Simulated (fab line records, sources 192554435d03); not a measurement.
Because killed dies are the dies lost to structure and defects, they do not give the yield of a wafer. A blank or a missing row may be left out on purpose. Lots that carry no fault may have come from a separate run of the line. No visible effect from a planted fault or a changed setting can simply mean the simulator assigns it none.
Split-lot trial || flow n5_finfet || 21 wafers read across 7 lots, on a route 1938 steps long

== THE SPLIT ITSELF ==
At N5_HKMG_FIN_COAT_30 (time 60 s, resist thk 35 nm), the setting spin_rpm was moved away from the recipe's 1500 rpm on 4 of the 21 wafers read, by -6.3% to +8.2%. All remaining wafers had this setting at the recipe value.

The reading comes from the split's own step.

== THE READING ==
SiARC_of_HKMG_FIN_COAT_30.thk_nm (the simulator's own value, which no gauge read), in nm, at N5_HKMG_FIN_COAT_30 (time 60 s, resist thk 35 nm). No usual value for it is given in the file. Here, 17 wafers ran the recipe; their average is 35.1 nm with a standard deviation of 0.15 nm.

{"wafer": "L074.2", "tool, chamber at the split": "litho_track-04, 0", "spin_rpm as run, rpm": 1500, "against the recipe": "recipe", "SiARC_of_HKMG_FIN_COAT_30.thk_nm, nm": 35.2, "against lot-mates on the recipe": "-"}
{"wafer": "L074.4", "tool, chamber at the split": "litho_track-04, 0", "spin_rpm as run, rpm": 1500, "against the recipe": "recipe", "SiARC_of_HKMG_FIN_COAT_30.thk_nm, nm": 35, "against lot-mates on the recipe": "-"}
{"wafer": "L074.6", "tool, chamber at the split": "litho_track-04, 0", "spin_rpm as run, rpm": 1406, "against the recipe": "-6.3%", "SiARC_of_HKMG_FIN_COAT_30.thk_nm, nm": 36.2, "against lot-mates on the recipe": "+1.1"}
{"wafer": "L077.1", "tool, chamber at the split": "litho_track-02, 0", "spin_rpm as run, rpm": 1500, "against the recipe": "recipe", "SiARC_of_HKMG_FIN_COAT_30.thk_nm, nm": 35, "against lot-mates on the recipe": "-"}
{"wafer": "L077.2", "tool, chamber at the split": "litho_track-02, 0", "spin_rpm as run, rpm": 1500, "against the recipe": "recipe", "SiARC_of_HKMG_FIN_COAT_30.thk_nm, nm": 35, "against lot-mates on the recipe": "-"}
{"wafer": "L077.4", "tool, chamber at the split": "litho_track-02, 0", "spin_rpm as run, rpm": 1500, "against the recipe": "recipe", "SiARC_of_HKMG_FIN_COAT_30.thk_nm, nm": 35, "against lot-mates on the recipe": "-"}
{"wafer": "L078.2", "tool, chamber at the split": "litho_track-04, 0", "spin_rpm as run, rpm": 1500, "against the recipe": "recipe", "SiARC_of_HKMG_FIN_COAT_30.thk_nm, nm": 35, "against lot-mates on the recipe": "-"}
{"wafer": "L078.3", "tool, chamber at the split": "litho_track-04, 0", "spin_rpm as run, rpm": 1500, "against the recipe": "recipe", "SiARC_of_HKMG_FIN_COAT_30.thk_nm, nm": 35, "against lot-mates on the recipe": "-"}
{"wafer": "L078.6", "tool, chamber at the split": "litho_track-04, 0", "spin_rpm as run, rpm": 1500, "against the recipe": "recipe", "SiARC_of_HKMG_FIN_COAT_30.thk_nm, nm": 35, "against lot-mates on the recipe": "-"}
{"wafer": "L087.1", "tool, chamber at the split": "litho_track-03, 0", "spin_rpm as run, rpm": 1500, "against the recipe": "recipe", "SiARC_of_HKMG_FIN_COAT_30.thk_nm, nm": 35.2, "against lot-mates on the recipe": "-"}
{"wafer": "L087.2", "tool, chamber at the split": "litho_track-03, 0", "spin_rpm as run, rpm": 1500, "against the recipe": "recipe", "SiARC_of_HKMG_FIN_COAT_30.thk_nm, nm": 35.2, "against lot-mates on the recipe": "-"}
{"wafer": "L087.6", "tool, chamber at the split": "litho_track-03, 0", "spin_rpm as run, rpm": 1500, "against the recipe": "recipe", "SiARC_of_HKMG_FIN_COAT_30.thk_nm, nm": 35.4, "against lot-mates on the recipe": "-"}
{"wafer": "L089.4", "tool, chamber at the split": "litho_track-03, 0", "spin_rpm as run, rpm": 1500, "against the recipe": "recipe", "SiARC_of_HKMG_FIN_COAT_30.thk_nm, nm": 35.2, "against lot-mates on the recipe": "-"}
{"wafer": "L089.6", "tool, chamber at the split": "litho_track-03, 0", "spin_rpm as run, rpm": 1500, "against the recipe": "recipe", "SiARC_of_HKMG_FIN_COAT_30.thk_nm, nm": 35.2, "against lot-mates on the recipe": "-"}
{"wafer": "L089.5", "tool, chamber at the split": "litho_track-03, 0", "spin_rpm as run, rpm": 1622, "against the recipe": "+8.1%", "SiARC_of_HKMG_FIN_COAT_30.thk_nm, nm": 33.8, "against lot-mates on the recipe": -1.4}
{"wafer": "L090.1", "tool, chamber at the split": "litho_track-04, 0", "spin_rpm as run, rpm": 1500, "against the recipe": "recipe", "SiARC_of_HKMG_FIN_COAT_30.thk_nm, nm": 35, "against lot-mates on the recipe": "-"}
{"wafer": "L090.4", "tool, chamber at the split": "litho_track-04, 0", "spin_rpm as run, rpm": 1623, "against the recipe": "+8.2%", "SiARC_of_HKMG_FIN_COAT_30.thk_nm, nm": 33.8, "against lot-mates on the recipe": -1.2}
{"wafer": "L090.6", "tool, chamber at the split": "litho_track-04, 0", "spin_rpm as run, rpm": 1623, "against the recipe": "+8.2%", "SiARC_of_HKMG_FIN_COAT_30.thk_nm, nm": 33.6, "against lot-mates on the recipe": -1.4}
{"wafer": "L091.2", "tool, chamber at the split": "litho_track-02, 0", "spin_rpm as run, rpm": 1500, "against the recipe": "recipe", "SiARC_of_HKMG_FIN_COAT_30.thk_nm, nm": 34.8, "against lot-mates on the recipe": "-"}
{"wafer": "L091.6", "tool, chamber at the split": "litho_track-02, 0", "spin_rpm as run, rpm": 1500, "against the recipe": "recipe", "SiARC_of_HKMG_FIN_COAT_30.thk_nm, nm": 34.8, "against lot-mates on the recipe": "-"}
{"wafer": "L091.5", "tool, chamber at the split": "litho_track-02, 0", "spin_rpm as run, rpm": 1500, "against the recipe": "recipe", "SiARC_of_HKMG_FIN_COAT_30.thk_nm, nm": 35, "against lot-mates on the recipe": "-"}

THE FIT
A straight line over all 21 wafers: SiARC_of_HKMG_FIN_COAT_30.thk_nm changes by -0.166 nm for each +1% of spin_rpm; r = -0.97; the points scatter about the line by 0.15 nm.
The same after taking each lot's own level away (the mean of its wafers on the recipe; 21 wafers): -0.166 nm for each +1%; r = -0.99; scatter 0.075 nm.
That fit puts the effect of the largest move of spin_rpm on the reading at 1.4 nm.
Across the lots, their own levels run from 34.87 to 35.27 nm, a range of 2.7 times the standard deviation given above.
Consequently the slope shifts little with the lot-to-lot level, the two slopes agreeing.
Check: for one of the wafers moved furthest among these (+8.2%), held out of the fit, the line's prediction against its lot-mates is -1.41 nm. Against them it came out at -1.2 nm.

== FURTHER SPLITS ON THESE WAFERS ==
Other splits were also applied to these wafers ahead of the reading. Each is held against what the fit with the lots' levels taken away leaves over:
{"other split on the same wafers": "N5_ZERO_LAYER_PECVD_02 time_s", "wafers away from the commonest value": 3, "r with SiARC_of_HKMG_FIN_COAT_30.thk_nm (lot level and that fit taken away)": "+0.25"}
{"other split on the same wafers": "N5_ZERO_LAYER_COAT_05 spin_rpm", "wafers away from the commonest value": 6, "r with SiARC_of_HKMG_FIN_COAT_30.thk_nm (lot level and that fit taken away)": "+0.15"}
{"other split on the same wafers": "N5_PMOS_HMC_CHANNEL_EPI_COAT_31 spin_rpm", "wafers away from the commonest value": 8, "r with SiARC_of_HKMG_FIN_COAT_30.thk_nm (lot level and that fit taken away)": -0.02}
{"other split on the same wafers": "N5_PMOS_HMC_CHANNEL_EPI_DEVELOP_08 develop_time_s", "wafers away from the commonest value": 7, "r with SiARC_of_HKMG_FIN_COAT_30.thk_nm (lot level and that fit taken away)": -0.18}
{"other split on the same wafers": "N5_FIN_SAQP_EXPOSE_13 dose_mj", "wafers away from the commonest value": 7, "r with SiARC_of_HKMG_FIN_COAT_30.thk_nm (lot level and that fit taken away)": -0.30}
{"other split on the same wafers": "N5_DUMMY_GATE_COAT_35 spin_rpm", "wafers away from the commonest value": 7, "r with SiARC_of_HKMG_FIN_COAT_30.thk_nm (lot level and that fit taken away)": "+0.42"}
{"other split on the same wafers": "N5_SD_EPI_N_PEB_07 peb_temp_c", "wafers away from the commonest value": 8, "r with SiARC_of_HKMG_FIN_COAT_30.thk_nm (lot level and that fit taken away)": "+0.45"}
{"other split on the same wafers": "N5_SD_EPI_N_DEVELOP_08 develop_time_s", "wafers away from the commonest value": 6, "r with SiARC_of_HKMG_FIN_COAT_30.thk_nm (lot level and that fit taken away)": -0.08}
{"other split on the same wafers": "N5_SD_ACTIVATION_LSA_01 temp_c", "wafers away from the commonest value": 9, "r with SiARC_of_HKMG_FIN_COAT_30.thk_nm (lot level and that fit taken away)": -0.12}

== THE FILE'S OWN FIT ==
SiARC_of_HKMG_FIN_COAT_30.thk_nm changes by -0.168 nm for each +1% of spin_rpm, r = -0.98.
